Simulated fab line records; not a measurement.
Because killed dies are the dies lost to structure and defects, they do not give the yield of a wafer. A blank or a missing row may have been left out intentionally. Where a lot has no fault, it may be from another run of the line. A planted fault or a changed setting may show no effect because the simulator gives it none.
Which tool did it? | flow n5-finfet | 8 lots with 23 wafers sampled at 6 steps, on a route of 1938 steps

== WHAT THE GAUGES READ, wafer by wafer ==
N5_BEOL_M0_CUTY_INSPECT_59: inspects for defects (macro). Usual: 2.2 for raw-defect-count, sd 1.4.
lot  | measured     | on                | raw-defect-count | flag
L893 | day 5 23:43  | defect-inspect-01 | 4 3 2            |
L899 | day 7 13:16  | defect-inspect-02 | 1 1 8            |
L902 | day 8 04:23  | defect-inspect-02 | 9 4 3            |
L903 | day 8 11:59  | defect-inspect-01 | 9 3 2            |
L906 | day 9 04:57  | defect-inspect-01 | 5 1 2            |
L911 | day 11 03:47 | defect-inspect-01 | 3 2 2            |
L914 | day 11 08:10 | defect-inspect-01 | 0 3 4            |
L915 | day 11 16:14 | defect-inspect-02 | 5 0              |

N5_BEOL_M4_RC_MEAS_101. Usual: DIBL_N 36.8 mV/V, standard deviation 2.2; DIBL_P 37.0 mV/V, standard deviation 2.8; IOFF_N 0.18 nA/um, standard deviation 0.043; IOFF_P 0.23 nA/um, standard deviation 0.05; ION_N 680 uA/um, standard deviation 14; ION_P 466 uA/um, standard deviation 9.1; SS_N 71.7 mV/dec, standard deviation 0.74; SS_P 73.5 mV/dec, standard deviation 0.79; VT_N 248 mV, standard deviation 4; VT_P -249 mV, standard deviation 4.1.
lot  | measured     | on        | DIBL_N (mV/V)  | DIBL_P (mV/V)  | IOFF_N (nA/um) | IOFF_P (nA/um) | ION_N (uA/um) | ION_P (uA/um) | SS_N (mV/dec)  | SS_P (mV/dec)  | VT_N (mV)   | VT_P (mV)      | flag
L893 | day 8 09:34  | prober-02 | 37.8 34.9 38.9 | 36.7 33.9 38.6 | 0.16 0.13 0.19 | 0.19 0.17 0.23 | 666 677 688   | 450 462 463   | 71.9 69.7 71.8 | 73.9 73.0 73.7 | 249 252 248 | -254 -255 -251 |
L899 | day 9 11:29  | prober-02 | 37.2 34.5 38.6 | 36.0 33.0 38.7 | 0.17 0.13 0.20 | 0.22 0.18 0.26 | 678 658 677   | 465 457 469   | 72.8 71.3 72.6 | 73.9 72.6 73.6 | 248 250 246 | -248 -250 -246 |
L902 | day 10 14:43 | prober-02 | 40.1 38.5 42.5 | 39.8 38.5 42.6 | 0.20 0.19 0.27 | 0.30 0.28 0.36 | 671 681 700   | 470 477 479   | 72.0 71.6 73.1 | 74.3 73.3 74.9 | 249 246 244 | -244 -243 -242 |
L903 | day 10 16:55 | prober-02 | 34.7 41.5 35.7 | 34.0 41.0 35.2 | 0.14 0.31 0.15 | 0.24 0.40 0.25 | 676 701 664   | 480 489 473   | 70.9 72.6 70.8 | 73.9 74.7 72.8 | 251 239 253 | -245 -237 -245 |
L906 | day 11 14:02 | prober-02 | 39.4 34.7 35.5 | 41.1 32.9 35.6 | 0.25 0.14 0.15 | 0.29 0.15 0.20 | 703 672 670   | 478 454 461   | 72.8 71.4 71.3 | 74.9 72.9 72.9 | 243 250 250 | -244 -255 -252 |
L911 | day 12 20:40 | prober-01 | 33.8 36.8 38.4 | 32.3 36.9 38.7 | 0.13 0.18 0.23 | 0.18 0.25 0.27 | 664 682 700   | 461 468 479   | 71.4 71.5 71.8 | 72.0 72.8 73.7 | 253 247 242 | -252 -249 -248 |
L914 | day 13 10:34 | prober-01 | 33.4 37.3 35.5 | 34.3 39.2 37.2 | 0.12 0.20 0.15 | 0.17 0.25 0.22 | 671 687 670   | 460 468 466   | 70.6 71.6 71.4 | 73.1 73.7 73.1 | 256 246 251 | -255 -250 -250 |
L915 | day 13 11:31 | prober-02 | 36.7 37.7      | 37.9 40.2      | 0.20 0.22      | 0.26 0.31      | 686 701       | 474 487       | 72.2 72.3      | 73.6 74.8      | 243 242     | -244 -241      |

== TOOL THAT RAN EACH LOT (tool first, then ch and the chambers of the sampled wafers, then the start) ==
lot  | N5_BEOL_M0_SAQP_DESCUM_45          | N5_BEOL_M0_SAQP_CUT_ETCH_46        | N5_BEOL_M0_SAQP_ETCH_49           | N5_BEOL_M0_STRIP_140
L893 | rie-diel-02 ch 1,2, day 5 22:28    | rie-diel-02 ch 1,2, day 5 22:34    | rie-diel-03 ch 0,2,3, day 5 23:17 | rie-diel-04 ch 0,1,3, day 6 01:46
L899 | rie-diel-02 ch 0,1,3, day 7 11:55  | rie-diel-02 ch 0,1,3, day 7 11:59  | rie-diel-03 ch 1,2, day 7 12:43   | rie-diel-04 ch 0,1, day 7 16:13
L902 | rie-diel-02 ch 0,2, day 8 03:08    | rie-diel-02 ch 0,2, day 8 03:14    | rie-diel-02 ch 0,2, day 8 03:57   | rie-diel-06 ch 0,3, day 8 05:46
L903 | rie-diel-02 ch 0,2,3, day 8 10:37  | rie-diel-02 ch 0,2,3, day 8 10:43  | rie-diel-03 ch 0,2,3, day 8 11:26 | rie-diel-06 ch 0,1,3, day 8 13:53
L906 | rie-diel-03 ch 1,2, day 9 03:35    | rie-diel-03 ch 1,2, day 9 03:40    | rie-diel-02 ch 2,3, day 9 04:31   | rie-diel-06 ch 1,2, day 9 07:32
L911 | rie-diel-01 ch 1,2, day 11 02:26   | rie-diel-01 ch 1,2, day 11 02:31   | rie-diel-01 ch 0,1, day 11 03:14  | rie-diel-06 ch 1,3, day 11 04:34
L914 | rie-diel-02 ch 0,1,2, day 11 06:48 | rie-diel-02 ch 0,1,2, day 11 06:53 | rie-diel-01 ch 0,1, day 11 07:37  | rie-diel-06 ch 1,2,3, day 11 09:20
L915 | rie-diel-02 ch 2,3, day 11 14:53   | rie-diel-02 ch 2,3, day 11 15:02   | rie-diel-02 ch 0,3, day 11 15:52  | rie-diel-05 ch 0,1, day 11 19:23
- N5_BEOL_M0_SAQP_DESCUM_45: chemistry O2, time 7 s.
- N5_BEOL_M0_SAQP_CUT_ETCH_46: etches SOC in N2/H2, target depth 135 nm, overetch 27 nm, time 202.5 s.
- N5_BEOL_M0_SAQP_ETCH_49: etches SiO2 in CF4/O2, target depth 37 nm.
- N5_BEOL_M0_STRIP_140: strips in CF4.

== AS READ BY THE TOOLS THEMSELVES (means over the sampled wafers that have a number; for cases with no such wafer, the mark the record gives instead) ==
N5_BEOL_M0_SAQP_DESCUM_45. Usual: chamber-pressure-mTorr 20.001 mTorr, standard deviation 0.019; drypump-motor-current-A 5.9 A, standard deviation 0.36; oes-product-au 0.75 a.u., standard deviation 0.068; rf-vpp-V 243.6 V, standard deviation 1.3; showerhead-plenum-p-Torr 2.13 Torr, standard deviation 0.065; throttle-valve-pct 20.62 %, standard deviation 0.25.
lot  | tool        | chamber-pressure-mTorr (mTorr) | drypump-motor-current-A (A) | oes-product-au (a.u.) | rf-vpp-V (V) | showerhead-plenum-p-Torr (Torr) | throttle-valve-pct (%) | flag
L893 | rie-diel-02 | 19.988                         | 5.9                         | 0.75                  | 243.3        | 2.14                            | 20.64                  |
L899 | rie-diel-02 | 20.004                         | 5.8                         | 0.71                  | 242.6        | 2.09                            | 20.90                  |
L902 | rie-diel-02 | 20.012                         | 6.0                         | 0.73                  | 244.1        | 2.18                            | 20.68                  |
L903 | rie-diel-02 | 19.994                         | 5.9                         | 0.71                  | 243.8        | 2.14                            | 20.84                  |
L906 | rie-diel-03 | 19.996                         | 5.9                         | 0.73                  | 244.0        | 2.09                            | 20.72                  |
L911 | rie-diel-01 | 19.994                         | 5.5                         | 0.85                  | 243.0        | 2.10                            | 20.50                  |
L914 | rie-diel-02 | 20.001                         | 5.9                         | 0.79                  | 243.9        | 2.12                            | 20.60                  |
L915 | rie-diel-02 | 19.979                         | 5.8                         | 0.71                  | 244.2        | 2.12                            | 20.84                  |

N5_BEOL_M0_SAQP_CUT_ETCH_46. Usual: chamber-pressure-mTorr 30.002 mTorr, standard deviation 0.028; drypump-motor-current-A 5.9 A, standard deviation 0.37; rf-vpp-V 524.6 V, standard deviation 2.3; showerhead-plenum-p-Torr 2.57 Torr, standard deviation 0.084; throttle-valve-pct 17.97 %, standard deviation 0.29.
lot  | tool        | chamber-pressure-mTorr (mTorr) | drypump-motor-current-A (A) | rf-vpp-V (V) | showerhead-plenum-p-Torr (Torr) | throttle-valve-pct (%) | flag
L893 | rie-diel-02 | 29.974                         | 5.9                         | 524.9        | 2.58                            | 18.08                  |
L899 | rie-diel-02 | 30.006                         | 5.8                         | 522.6        | 2.52                            | 18.21                  |
L902 | rie-diel-02 | 29.994                         | 6.0                         | 526.2        | 2.64                            | 18.13                  |
L903 | rie-diel-02 | 30.009                         | 5.9                         | 525.2        | 2.60                            | 18.22                  |
L906 | rie-diel-03 | 30.027                         | 5.9                         | 523.2        | 2.52                            | 17.94                  |
L911 | rie-diel-01 | 29.967                         | 5.5                         | 523.9        | 2.55                            | 18.04                  |
L914 | rie-diel-02 | 30.002                         | 5.9                         | 523.4        | 2.56                            | 17.97                  |
L915 | rie-diel-02 | 30.008                         | 5.9                         | 524.5        | 2.57                            | 18.29                  |

N5_BEOL_M0_SAQP_ETCH_49. Usual: chamber-pressure-mTorr 40.00 mTorr, standard deviation 0.039; drypump-motor-current-A 5.9 A, standard deviation 0.37; oes-product-au 0.76 a.u., standard deviation 0.08; rf-vpp-V 240 V, standard deviation 8.4; showerhead-plenum-p-Torr 2.23 Torr, standard deviation 0.064; throttle-valve-pct 15.92 %, standard deviation 0.27.
lot  | tool        | chamber-pressure-mTorr (mTorr) | drypump-motor-current-A (A) | oes-product-au (a.u.) | rf-vpp-V (V) | showerhead-plenum-p-Torr (Torr) | throttle-valve-pct (%) | flag
L893 | rie-diel-03 | 40.01                          | 6.4                         | 0.82                  | 240          | 2.28                            | 15.71                  |
L899 | rie-diel-03 | 40.01                          | 6.2                         | 0.73                  | 242          | 2.20                            | 15.96                  |
L902 | rie-diel-02 | 39.98                          | 5.9                         | 0.72                  | 248          | 2.25                            | 15.96                  |
L903 | rie-diel-03 | 39.96                          | 6.4                         | 0.79                  | 241          | 2.27                            | 15.74                  |
L906 | rie-diel-02 | 40.00                          | 5.9                         | 0.71                  | 248          | 2.21                            | 16.18                  |
L911 | rie-diel-01 | 40.00                          | 5.3                         | 0.79                  | 231          | 2.24                            | 15.70                  |
L914 | rie-diel-01 | 39.99                          | 5.4                         | 0.86                  | 227          | 2.19                            | 15.49                  |
L915 | rie-diel-02 | 40.00                          | 5.8                         | 0.81                  | 251          | 2.19                            | 15.86                  |

N5_BEOL_M0_STRIP_140. Usual: chamber-pressure-mTorr 50.00 mTorr, standard deviation 0.058; drypump-motor-current-A 5.7 A, standard deviation 0.59; oes-product-au 0.78 a.u., standard deviation 0.085; rf-vpp-V 271.5 V, standard deviation 1.6; showerhead-plenum-p-Torr 1.82 Torr, standard deviation 0.06; throttle-valve-pct 13.66 %, standard deviation 0.27.
lot  | tool        | chamber-pressure-mTorr (mTorr) | drypump-motor-current-A (A) | oes-product-au (a.u.) | rf-vpp-V (V) | showerhead-plenum-p-Torr (Torr) | throttle-valve-pct (%) | flag
L893 | rie-diel-04 | 49.99                          | 6.3                         | 0.74                  | 272.0        | 1.81                            | 13.84                  |
L899 | rie-diel-04 | 49.97                          | 6.4                         | 0.72                  | 272.6        | 1.86                            | 13.85                  |
L902 | rie-diel-06 | 49.95                          | 6.1                         | 0.72                  | 271.9        | 1.78                            | 13.90                  |
L903 | rie-diel-06 | 49.96                          | 5.6                         | 0.73                  | 270.7        | 1.79                            | 13.83                  |
L906 | rie-diel-06 | 50.03                          | 5.0                         | 0.75                  | 272.3        | 1.87                            | 13.60                  |
L911 | rie-diel-06 | 49.96                          | 5.5                         | 0.74                  | 271.1        | 1.79                            | 13.71                  |
L914 | rie-diel-06 | 49.98                          | 5.3                         | 0.74                  | 272.3        | 1.83                            | 13.67                  |
L915 | rie-diel-05 | 50.08                          | 5.0                         | 0.90                  | 275.1        | 1.89                            | 13.45                  |

== THE ANSWER, worked out from the rows above alone ==
Rule: take the mean of a lot's wafers that have a number; if it is more than 3 standard deviations from the usual mean, the lot is off. Also off: a lot with no number at a reading for which 4 or more lots have one. Where the step has rows for the other lots, those lots are counted as sound. The gauges are gone through in route order, then the tools' own readings, and for those a lot's mean is taken as printed above. The first step at which some lot is off is used, and at that step the reading that is off furthest; a lot without a number counts as furthest.
None of the lots is off at any reading shown; this tells nothing.

== WHAT HAD BEEN PUT IN BY THE SIMULATOR ==
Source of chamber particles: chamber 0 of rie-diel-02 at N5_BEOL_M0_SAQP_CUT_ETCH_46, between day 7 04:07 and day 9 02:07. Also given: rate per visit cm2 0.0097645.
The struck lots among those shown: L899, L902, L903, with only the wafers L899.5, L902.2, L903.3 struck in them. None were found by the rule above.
